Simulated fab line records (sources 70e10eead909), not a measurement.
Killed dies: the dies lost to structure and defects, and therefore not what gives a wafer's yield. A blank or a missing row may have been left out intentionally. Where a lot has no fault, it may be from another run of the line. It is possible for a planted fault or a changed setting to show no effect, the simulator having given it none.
Matching of chambers    flow nandHarc    4 sister chambers for NHARC_P_CONTACT_ETCH_35 on rieDiel-04
The step etches the open film in CF4, target depth 39 nm, time 65 s. 14 wafers are shown with their chamber, then 7 later ones without.

== WAFERS, EACH WITH ITS CHAMBER ==
wafer   chamber  drypumpMotorCurrentA (A)  rfVppV (V)  oesProductAu (a.u.)
L075.2  2        6.1                       151.5       1.002
L075.3  1        6.1                       150.0       0.996
L075.6  0        5.7                       151.5       0.996
L077.2  1        6.1                       150.4       0.991
L077.4  2        6.1                       150.0       0.989
L077.5  1        6.1                       151.6       1.003
L079.1  0        5.7                       151.3       0.988
L079.2  1        6.1                       149.0       0.989
L079.3  0        5.7                       152.5       0.992
L086.1  3        6.5                       151.4       0.994
L086.3  2        6.1                       150.0       1.002
L086.4  1        6.1                       150.3       0.987
L092.3  2        6.2                       151.1       0.998
L092.4  3        6.4                       150.7       0.994

SIGNATURES (means of the wafers above)
reading               chamber 0  chamber 1  chamber 2  chamber 3  scatter within a chamber
drypumpMotorCurrentA  5.700      6.100      6.125      6.450      0.0354
rfVppV                151.767    150.260    150.650    151.050    0.795
oesProductAu          0.99200    0.99320    0.99775    0.99400    0.00556
Rule: a wafer lies at a distance from a chamber equal to the root of the sum of squares, over the readings, of (its reading less the chamber's mean, divided by the reading's scatter). If the next closest chamber is less than 2 further off than the closest, the wafer can't be placed; otherwise it belongs to the closest. The scatter: the root of (the sum of the squares of (reading less its chamber's mean) over the shown wafers, divided by (wafers less chambers)).

== WAFERS WITH NO CHAMBER GIVEN ==
wafer   drypumpMotorCurrentA (A)  rfVppV (V)  oesProductAu (a.u.)
L092.5  6.4                       153.2       0.993
L094.1  6.5                       151.0       0.987
L094.2  6.1                       151.4       1.009
L094.6  6.2                       149.9       1.000
L095.2  5.7                       151.0       1.005
L095.5  6.1                       149.7       1.001
L095.6  5.7                       150.8       1.002

== WHICH CHAMBER EACH ONE RAN IN ==
wafer   from the rows above      in truth
L092.5  3                        3
L094.1  3                        3
L094.2  can't be placed: 2 or 1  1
L094.6  can't be placed: 2 or 1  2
L095.2  0                        0
L095.5  can't be placed: 2 or 1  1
L095.6  0                        0
4 of 7 placed correctly. These rows do not allow placing 3 (true chamber among the candidates in 3). Number placed wrongly: 0.
